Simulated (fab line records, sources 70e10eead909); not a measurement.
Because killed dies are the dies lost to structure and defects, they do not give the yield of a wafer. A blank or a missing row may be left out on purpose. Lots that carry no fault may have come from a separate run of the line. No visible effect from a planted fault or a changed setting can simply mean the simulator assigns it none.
Code-filled problem report in 8D (eight disciplines) form :: flow nand_harc :: the parts of the form that need people (team, actions taken, sign-off) are left out

== 1. PROBLEM STATEMENT ==
At NHARC_END_SORT_01, killed_dies averages 501 over 2 wafers from 2 lots, while fault-free wafers read 63, standard deviation 24. That puts it +18 standard deviations away from the usual mean.
Seen first at day 32 03:38 on prober-01, wafer L258.4. Wafers with a number at this step in the record: 6, from 2 lots. Rule for "out" (also "out of limits"): further than 4 standard deviations from the usual mean. The rest of the wafers with a number are treated as sound.

== 2. WHAT IT IS; WHAT IT IS NOT ==
question: which readings at this step
is: killed_dies, killed_at_array
is not: killed_at_other, killed_at_periphery, killed_open, killed_short

question: which lots
is: L258, L259
is not: -

question: which wafers of those lots
is: L258.4, L259.4
is not: L258.1, L258.2, L259.1, L259.6

question: read on which gauges
is: prober-01, prober-02
is not: -

question: when
is: from day 32 03:38
is not: up to then (2 sound wafers); but 2 sound wafers of L259 came after

== 3. SUSPECTS, AND WHAT RULES EACH OUT ==
Counting: if a tool at a process step up to the reading ran every lot that is out, it stays a suspect. Sound lots after the first of them don't rule it out here, since some wafers of a struck lot are sound.
- the gauge at NHARC_END_SORT_01 has been ruled out. Those wafers that are out were read across 2 gauges (prober-01, prober-02).
- rie_diel-12 at NHARC_A_CHANNEL_HOLE_D2_ETCH_16 (etches the open film in O2/COS, target depth 3100 nm, time 806 s): kept. It ran every lot that is out, first L258 (day 21 00:43). Its own run_length_s readings are out on those wafers.
After counting, what remains is rie_diel-12 at NHARC_A_CHANNEL_HOLE_D2_ETCH_16.

== 4. THE CAUSE (what the simulator had put in) ==
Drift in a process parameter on rie_diel-12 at NHARC_A_CHANNEL_HOLE_D2_ETCH_16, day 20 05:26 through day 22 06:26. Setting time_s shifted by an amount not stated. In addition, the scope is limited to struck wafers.
The count eliminated every tool but this one.

== 5. THE CHAIN OF EFFECTS, in route order ==
Each row: a reading where the mean over the struck wafers with a number is more than 3 standard deviations away from the usual. Only readings whose record carries a usual standard deviation are examined. hours: median over the lots of the time between each lot's start at the first step of this table that gives one and its start at this step. sigmas: the change, counted in usual standard deviations.
hours: 0
step: NHARC_A_CHANNEL_HOLE_D2_ETCH_16
reading: run_length_s
usual: 827.3 s
on struck wafers: 633.8
change: -193.5
sigmas: -99 or more

hours: 278
step: NHARC_END_SORT_01
reading: killed_at_array
usual: 59
on struck wafers: 496
change: +437
sigmas: +18

hours: 278
step: NHARC_END_SORT_01
reading: killed_dies
usual: 63
on struck wafers: 501
change: +438
sigmas: +18
The process steps in it:
- NHARC_A_CHANNEL_HOLE_D2_ETCH_16: etches the open film in O2/COS, target depth 3100 nm, time 806 s.

== 6. HOW IT WOULD HAVE BEEN CAUGHT EARLIER ==
The first out-of-limits reading at a measuring or inspecting step in this record came at day 32 03:38, 286 hours after the fault's start at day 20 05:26.
At NHARC_A_CHANNEL_HOLE_D2_ETCH_16, the tool's own readings (run_length_s) were out on each struck wafer the step has a row for, so an alarm limit on them would have fired on the first such wafer.
All the lots that are out (2) had begun NHARC_A_CHANNEL_HOLE_D2_ETCH_16 on rie_diel-12 by day 32 03:38. Tool hold at that time: it would have spared none of them.
